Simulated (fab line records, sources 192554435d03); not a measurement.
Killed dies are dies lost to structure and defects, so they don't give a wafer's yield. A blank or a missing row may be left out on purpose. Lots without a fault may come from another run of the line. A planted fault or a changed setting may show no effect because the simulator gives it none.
Which tool did it? | flow n5_finfet | 10 lots, 28 wafers sampled, at 4 steps of a route of 1938

WHAT THE GAUGES READ, wafer by wafer
N5_BEOL_M4_RC_MEAS_101.
lot  | measured     | on        | CJ_N           | DIBL_N (mV/V)  | DIBL_P (mV/V)  | IOFF_N (nA/um)    | IOFF_N_LIN (nA/um) | IOFF_N_LONG (nA/um)        | IOFF_P (nA/um) | ION_N (uA/um) | ION_P (uA/um) | REXT_N (ohm.um) | SS_N (mV/dec)  | SS_P (mV/dec)  | VT_N (mV)         | VT_N_LVT (mV)    | VT_P (mV)
L493 | day 9 01:08  | prober-01 | 4.29 4.22 4.34 | 37.5 38.1 38.2 | 36.8 38.0 38.0 | 0.167 0.175 0.187 | 0.077 0.079 0.084  | 5.35e-05 5.38e-05 5.49e-05 | 0.23 0.25 0.26 | 666 671 680   | 457 462 468   | 75.9 76.4 75.1  | 71.6 71.3 72.5 | 74.2 73.7 74.3 | 248.8 248.0 248.9 | 97.2 97.3 95.2   | -249 -244 -246
L495 | day 9 08:10  | prober-01 | 4.31 4.38 4.33 | 34.8 33.5 34.9 | 36.6 34.8 36.3 | 0.169 0.140 0.165 | 0.078 0.067 0.077  | 5.86e-05 5.82e-05 5.87e-05 | 0.20 0.17 0.20 | 691 672 692   | 466 467 471   | 74.3 73.1 73.1  | 71.5 71.0 70.9 | 73.7 72.9 74.6 | 249.6 250.4 247.7 | 96.7 97.8 95.9   | -250 -251 -251
L496 | day 9 14:32  | prober-01 | 4.34 4.37 4.41 | 36.8 37.4 37.0 | 37.1 37.5 37.0 | 0.165 0.176 0.153 | 0.077 0.082 0.072  | 5.46e-05 5.45e-05 5.35e-05 | 0.22 0.24 0.22 | 687 699 674   | 468 479 462   | 73.7 74.1 74.4  | 71.1 71.5 71.9 | 72.8 73.6 73.2 | 247.6 247.3 249.2 | 94.5 94.5 96.4   | -248 -248 -251
L499 | day 10 08:52 | prober-01 | 2.58 4.40      | 35.1 35.7      | 38.9 35.8      | 0.128 0.142       | 0.064 0.067        | 5.02e-05 5.72e-05          | 0.32 0.25      | 567 662       | 472 470       | 89.7 77.3       | 70.9 70.8      | 74.2 73.1      | 253.1 251.3       | 104.7 103.6      | -242 -244
L500 | day 10 19:06 | prober-01 | 2.58 4.29 2.58 | 30.7 34.2 30.2 | 35.3 35.9 34.6 | 0.085 0.142 0.082 | 0.046 0.069 0.044  | 4.82e-05 5.4e-05 4.74e-05  | 0.17 0.18 0.17 | 549 682 548   | 452 464 461   | 86.8 74.2 87.1  | 70.5 71.1 70.8 | 72.5 72.5 72.6 | 260.9 249.9 257.8 | 109.9 99.5 109.7 | -254 -250 -252
L502 | day 11 14:51 | prober-02 | 4.44 2.57      | 36.0 31.1      | 36.5 35.6      | 0.165 0.091       | 0.076 0.047        | 5.51e-05 4.79e-05          | 0.22 0.21      | 677 553       | 463 458       | 75.8 88.3       | 70.5 70.2      | 73.2 73.4      | 250.0 259.3       | 96.7 107.8       | -248 -249
L509 | day 12 23:14 | prober-01 | 4.45 4.40 4.36 | 41.2 38.5 39.1 | 40.7 38.3 39.0 | 0.249 0.185 0.202 | 0.100 0.080 0.088  | 5.52e-05 5.58e-05 5.49e-05 | 0.29 0.24 0.26 | 683 671 689   | 464 459 474   | 72.2 73.0 72.3  | 72.4 72.3 71.2 | 75.1 73.9 73.4 | 244.6 248.4 243.9 | 94.0 98.2 95.0   | -246 -248 -248
L512 | day 13 16:11 | prober-01 | 4.36 4.32 4.40 | 38.4 35.0 35.9 | 42.3 37.9 38.6 | 0.213 0.145 0.164 | 0.093 0.069 0.075  | 5.61e-05 5.68e-05 5.67e-05 | 0.29 0.21 0.23 | 685 680 682   | 470 470 471   | 76.3 76.7 75.3  | 72.8 70.8 71.5 | 74.2 72.1 72.9 | 246.6 248.1 250.8 | 96.3 99.4 98.7   | -245 -250 -249
L513 | day 13 21:23 | prober-01 | 4.42 4.44 4.41 | 35.9 35.8 35.9 | 35.8 36.3 36.1 | 0.146 0.143 0.152 | 0.067 0.068 0.071  | 5.37e-05 5.35e-05 5.41e-05 | 0.20 0.20 0.20 | 667 671 675   | 459 467 462   | 71.8 72.6 72.5  | 71.0 71.2 71.4 | 73.1 73.1 72.5 | 253.6 250.4 251.3 | 99.9 99.9 97.7   | -251 -253 -254
L515 | day 14 08:29 | prober-01 | 4.50 4.51 4.51 | 36.3 36.5 38.5 | 35.8 35.5 39.0 | 0.173 0.165 0.217 | 0.083 0.078 0.098  | 6.01e-05 6.01e-05 6.04e-05 | 0.24 0.23 0.30 | 681 671 696   | 463 462 473   | 75.7 74.6 75.6  | 71.5 72.0 72.0 | 73.2 74.0 74.1 | 246.1 247.7 243.8 | 94.0 94.7 91.0   | -246 -246 -245

WHICH TOOL RAN EACH LOT (tool, then ch and the chambers of the sampled wafers, then the start)
lot  | N5_SD_EPI_N_SD_RECESS_17        | N5_BEOL_M4_DEGAS_44          | N5_BEOL_M4_ANNEAL_89
L493 | rie_si-03 ch 0,1,3, day 3 05:43 | pvd_sputter-01, day 8 21:20  | pvd_sputter-02, day 8 23:13
L495 | rie_si-03 ch 1,2,3, day 3 18:05 | pvd_sputter-01, day 9 04:36  | pvd_sputter-02, day 9 06:16
L496 | rie_si-03 ch 2,3, day 4 02:39   | pvd_sputter-03, day 9 08:39  | pvd_sputter-02, day 9 10:14
L499 | rie_si-03 ch 0,3, day 4 19:31   | pvd_sputter-02, day 10 05:02 | pvd_sputter-01, day 10 06:37
L500 | rie_si-03 ch 1,3, day 4 23:56   | pvd_sputter-01, day 10 15:35 | pvd_sputter-03, day 10 17:12
L502 | rie_si-03 ch 1,3, day 5 13:31   | pvd_sputter-01, day 11 10:34 | pvd_sputter-03, day 11 12:13
L509 | rie_si-06 ch 1,2, day 7 12:58   | pvd_sputter-02, day 12 19:43 | pvd_sputter-02, day 12 21:20
L512 | rie_si-06 ch 0,1,2, day 8 02:03 | pvd_sputter-03, day 13 06:35 | pvd_sputter-03, day 13 08:12
L513 | rie_si-06 ch 1,2, day 8 08:07   | pvd_sputter-02, day 13 16:39 | pvd_sputter-01, day 13 19:07
L515 | rie_si-06 ch 0,3, day 8 22:25   | pvd_sputter-03, day 14 04:46 | pvd_sputter-02, day 14 06:28
- N5_SD_EPI_N_SD_RECESS_17: chemistry HBr/Cl2/O2, target depth 41 nm, time 23.7 s, bt time 3 s.
- N5_BEOL_M4_DEGAS_44: time 60 s.
- N5_BEOL_M4_ANNEAL_89: time 240 s.

WHAT THE TOOLS THEMSELVES READ (means of the sampled wafers that have a number; where no wafer has one, the mark that the record gives instead)
N5_SD_EPI_N_SD_RECESS_17.
lot  | tool      | drypump_motor_current_A (A) | oes_product_au (a.u.) | throttle_valve_pct (%)
L493 | rie_si-03 | 5.9                         | 0.997                 | 36.95
L495 | rie_si-03 | 6.0                         | 1.001                 | 36.92
L496 | rie_si-03 | 5.9                         | 1.003                 | 36.81
L499 | rie_si-03 | 5.8                         | 1.012                 | 36.83
L500 | rie_si-03 | 6.1                         | 0.997                 | 37.04
L502 | rie_si-03 | 6.0                         | 1.006                 | 36.98
L509 | rie_si-06 | 5.7                         | 0.984                 | 37.13
L512 | rie_si-06 | 5.9                         | 0.997                 | 37.25
L513 | rie_si-06 | 6.2                         | 0.993                 | 37.22
L515 | rie_si-06 | 5.5                         | 0.987                 | 37.41

N5_BEOL_M4_DEGAS_44.
lot  | tool           | heater_power_w (W)
L493 | pvd_sputter-01 | 303
L495 | pvd_sputter-01 | 330
L496 | pvd_sputter-03 | 350
L499 | pvd_sputter-02 | 310
L500 | pvd_sputter-01 | 304
L502 | pvd_sputter-01 | 334
L509 | pvd_sputter-02 | 347
L512 | pvd_sputter-03 | 350
L513 | pvd_sputter-02 | 303
L515 | pvd_sputter-03 | 350

N5_BEOL_M4_ANNEAL_89.
lot  | tool           | heater_power_w (W)
L493 | pvd_sputter-02 | 832
L495 | pvd_sputter-02 | 838
L496 | pvd_sputter-02 | 747
L499 | pvd_sputter-01 | 765
L500 | pvd_sputter-03 | 861
L502 | pvd_sputter-03 | 888
L509 | pvd_sputter-02 | 760
L512 | pvd_sputter-03 | 870
L513 | pvd_sputter-01 | 836
L515 | pvd_sputter-02 | 776

THE ANSWER, worked out from the rows above alone
Rule: what is usual is taken from the lots themselves. Put in order of their means at a reading, lots are off if they are a third of the lots or fewer, leave a main group of 4 or more, and stand apart from it by a gap of 3 or more times the standard deviation of the main group's means; of several such gaps the widest counts. A main group whose means are all the same, to the digits that the tables above print for the reading, isn't used. A lot without any number at a reading at which 4 lots or more have one is off too. The other lots that the step has rows for count as sound. The gauges are gone through in route order, then the tools' own readings, and for those a lot's mean is taken as printed above. The first step at which some lot is off is used, and at that step the reading that is off furthest; a lot without a number counts as furthest.
Off: L499, L500, L502, at N5_BEOL_M4_RC_MEAS_101 (CJ_N). The main group: mean 4.38, standard deviation 0.065.
A tool fits if, at a process step before that reading, it ran every lot that is off, and no sound lot after the first of them. The gauges at N5_BEOL_M4_RC_MEAS_101 are tried like those tools. One fits: rie_si-03 at N5_SD_EPI_N_SD_RECESS_17. Its last sound lot is L496 (day 4 02:39), its first lot that is off L499 (day 4 19:31): a fault that began between those two fits.

WHAT THE SIMULATOR HAD PUT IN
Process parameter drift: rie_si-03, from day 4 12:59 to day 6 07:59, at N5_SD_EPI_N_SD_RECESS_17. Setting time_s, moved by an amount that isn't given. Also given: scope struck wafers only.
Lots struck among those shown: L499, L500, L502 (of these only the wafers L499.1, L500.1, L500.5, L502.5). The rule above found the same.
